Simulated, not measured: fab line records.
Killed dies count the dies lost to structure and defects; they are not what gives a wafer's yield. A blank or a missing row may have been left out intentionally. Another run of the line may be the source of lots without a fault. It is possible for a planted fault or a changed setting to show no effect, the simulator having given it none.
Which of the tools did it? | flow n5 finfet | 10 lots with 29 wafers sampled at 5 steps, on a route of 1938 steps

WHAT THE GAUGES READ, wafer by wafer
N5_BEOL_M4_RC_MEAS_101.
lot  | measured     | on        | DIBL_N (mV/V)
L908 | day 8 12:22  | prober-02 | 34.5 35.0 35.1
L910 | day 8 19:13  | prober-01 | 34.9 35.2 36.4
L912 | day 9 18:07  | prober-01 | 34.8 36.1
L913 | day 9 22:37  | prober-02 | 40.6 39.2 41.7
L914 | day 10 05:05 | prober-01 | 34.8 37.0 38.5
L916 | day 10 11:44 | prober-01 | 38.1 35.3 37.7
L920 | day 11 09:58 | prober-01 | 34.1 38.1 35.3
L924 | day 12 15:49 | prober-02 | 36.1 38.4 40.0
L925 | day 12 21:11 | prober-01 | 35.9 37.4 35.4
L931 | day 13 23:31 | prober-01 | 37.5 35.8 38.0

WHICH TOOL RAN EACH LOT (tool, then ch and the chambers of the sampled wafers, then the start)
lot  | N5_BEOL_M0_SAQP_ETCH_84            | N5_BEOL_M0_SAQP_RECESS_104         | N5_BEOL_M0_SAQP_COAT_105          | N5_BEOL_M0_SAQP_ETCH_106
L908 | rie diel-01 ch 1,2,3, day 5 12:16  | vapor etch-01 ch 0,1, day 5 14:11  | litho track-05 ch 0, day 5 14:28  | rie diel-04 ch 1,2, day 5 14:34
L910 | rie diel-05 ch 1,3, day 6 01:10    | vapor etch-01 ch 0,1, day 6 02:54  | litho track-02 ch 0, day 6 03:17  | rie diel-01 ch 0,3, day 6 03:23
L912 | rie diel-01 ch 0,2, day 6 12:43    | vapor etch-01 ch 0,1, day 6 14:29  | litho track-05 ch 0, day 6 14:53  | rie diel-01 ch 2,3, day 6 14:56
L913 | rie diel-05 ch 0,2,3, day 7 02:55  | vapor etch-01 ch 0,1, day 7 04:46  | litho track-05 ch 0, day 7 05:02  | rie diel-05 ch 0,3, day 7 05:06
L914 | rie diel-04 ch 0,2,3, day 7 06:25  | vapor etch-02 ch 0,1, day 7 08:59  | litho track-04 ch 0, day 7 09:22  | rie diel-05 ch 0,3, day 7 09:26
L916 | rie diel-01 ch 1,2,3, day 7 13:13  | vapor etch-01 ch 0,1, day 7 14:57  | litho track-04 ch 0, day 7 15:20  | rie diel-01 ch 0,2,3, day 7 15:24
L920 | rie diel-01 ch 2,3, day 8 16:41    | vapor etch-02 ch 0,1, day 8 18:43  | litho track-02 ch 0, day 8 19:00  | rie diel-01 ch 0,3, day 8 19:03
L924 | rie diel-05 ch 0,2, day 9 22:01    | vapor etch-02 ch 0,1, day 9 23:55  | litho track-02 ch 0, day 10 00:12 | rie diel-01 ch 0,3, day 10 00:15
L925 | rie diel-05 ch 0,1,2, day 10 01:44 | vapor etch-01 ch 0,1, day 10 03:51 | litho track-02 ch 0, day 10 04:14 | rie diel-04 ch 1,2,3, day 10 04:18
L931 | rie diel-05 ch 0,1,3, day 11 13:50 | vapor etch-02 ch 0, day 11 15:34   | litho track-05 ch 0, day 11 15:57 | rie diel-04 ch 2,3, day 11 16:16
- N5_BEOL_M0_SAQP_ETCH_84: etches SOC in N2/H2, target depth 100 nm, overetch 20 nm, time 150 s.
- N5_BEOL_M0_SAQP_RECESS_104: chemistry HF/NH3, target SiO2, target depth 18 nm, afs cycles 3, sublimation time 60 s.
- N5_BEOL_M0_SAQP_COAT_105: time 60 s, resist thk 100 nm.
- N5_BEOL_M0_SAQP_ETCH_106: etches SOC in N2/H2, stops on SiNx, target depth 150 nm.

THE ANSWER, worked out from the rows above alone
Rule: usual is defined by the lots themselves. The widest of any qualifying gaps counts: lots, ordered by their means at a reading, are off when they make up no more than a third of the lots, leave a main group of 4 or more, and stand apart from it by 3 or more times the standard deviation of that group's means. The tables above print the reading to a certain number of digits; a main group whose means all agree to those digits is not used. Also off: a lot with no number at a reading for which 4 or more lots have one. The other lots that the step has rows for count as sound.
Across all readings shown, no lot is off: no conclusion can be drawn from this.

WHAT THE SIMULATOR HAD PUT IN
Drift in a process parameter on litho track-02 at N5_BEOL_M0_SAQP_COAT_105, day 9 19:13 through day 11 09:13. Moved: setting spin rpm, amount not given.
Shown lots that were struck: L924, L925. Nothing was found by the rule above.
